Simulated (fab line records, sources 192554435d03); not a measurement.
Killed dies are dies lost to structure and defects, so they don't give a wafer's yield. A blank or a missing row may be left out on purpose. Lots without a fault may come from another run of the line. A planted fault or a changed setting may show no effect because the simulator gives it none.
Chamber matching | flow n5_finfet | N5_MOL_CONTACT_COAG_CMP_52 on cmp-01: 4 sister chambers
The step polishes, stops on SiO2, t overpolish 1.5 s, target thk 66.5 nm. 18 wafers are shown with their chamber, then 9 later ones without.

WAFERS WITH THEIR CHAMBER
wafer  | chamber | motor_current_A (A) | time_to_endpoint_s (s) | overpolish_run_s (s)
L078.2 | 0       | 10.9                | 12.1                   | 1.492
L078.4 | 3       | 10.8                | 9.8                    | 1.487
L078.5 | 3       | 11.0                | 10.1                   | 1.495
L081.2 | 0       | 10.5                | 12.7                   | 1.497
L081.4 | 3       | 10.3                | 12.4                   | 1.494
L081.5 | 3       | 11.0                | 11.1                   | 1.499
L082.2 | 1       | 13.8                | 16.0                   | 1.489
L082.4 | 0       | 10.3                | 14.4                   | 1.501
L082.6 | 0       | 10.5                | 15.0                   | 1.498
L083.2 | 0       | 10.7                | 14.8                   | 1.492
L083.4 | 1       | 14.1                | 11.7                   | 1.494
L083.5 | 2       | 12.9                | 13.4                   | 1.490
L084.1 | 3       | 11.0                | 10.3                   | 1.490
L084.3 | 2       | 12.0                | 13.8                   | 1.503
L084.4 | 1       | 14.2                | 15.2                   | 1.510
L085.3 | 2       | 12.2                | 11.8                   | 1.493
L085.5 | 0       | 10.3                | 13.1                   | 1.501
L085.6 | 1       | 14.8                | 11.6                   | 1.507

SIGNATURES (means of the wafers above)
reading            | chamber 0 | chamber 1 | chamber 2 | chamber 3 | scatter within a chamber
motor_current_A    | 10.533    | 14.225    | 12.367    | 10.820    | 0.34
time_to_endpoint_s | 13.683    | 13.625    | 13.000    | 10.740    | 1.46
overpolish_run_s   | 1.49683   | 1.50000   | 1.49533   | 1.49300   | 0.00637
Rule: a wafer's distance from a chamber is the root of the sum, over the readings, of the square of ((its reading less the chamber's mean) divided by the reading's scatter). The wafer belongs to the nearest chamber; if the next one is less than 2 further off, it can't be placed. The scatter: the root of (the sum of the squares of (reading less its chamber's mean) over the shown wafers, divided by (wafers less chambers)).

WAFERS WITHOUT THEIR CHAMBER
wafer  | motor_current_A (A) | time_to_endpoint_s (s) | overpolish_run_s (s)
L090.1 | 12.4                | 10.6                   | 1.500
L090.5 | 12.4                | 12.9                   | 1.514
L090.6 | 14.7                | 10.1                   | 1.509
L093.3 | 14.7                | 14.3                   | 1.498
L093.4 | 11.3                | 11.7                   | 1.491
L093.5 | 10.9                | 13.9                   | 1.514
L095.1 | 10.4                | 13.7                   | 1.503
L095.5 | 11.4                | 11.1                   | 1.502
L095.6 | 12.1                | 12.9                   | 1.495

WHICH CHAMBER EACH WENT THROUGH
wafer  | from the rows above          | in truth
L090.1 | 2                            | 2
L090.5 | 2                            | 2
L090.6 | 1                            | 1
L093.3 | 1                            | 1
L093.4 | can't be placed: 3 or 0 or 2 | 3
L093.5 | can't be placed: 0 or 3      | 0
L095.1 | can't be placed: 0 or 3      | 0
L095.5 | can't be placed: 3 or 0 or 2 | 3
L095.6 | 2                            | 2
Placed correctly: 5 of 9. Can't be placed from these rows: 4 (the true chamber is among the candidates in 4). Placed wrongly: 0.
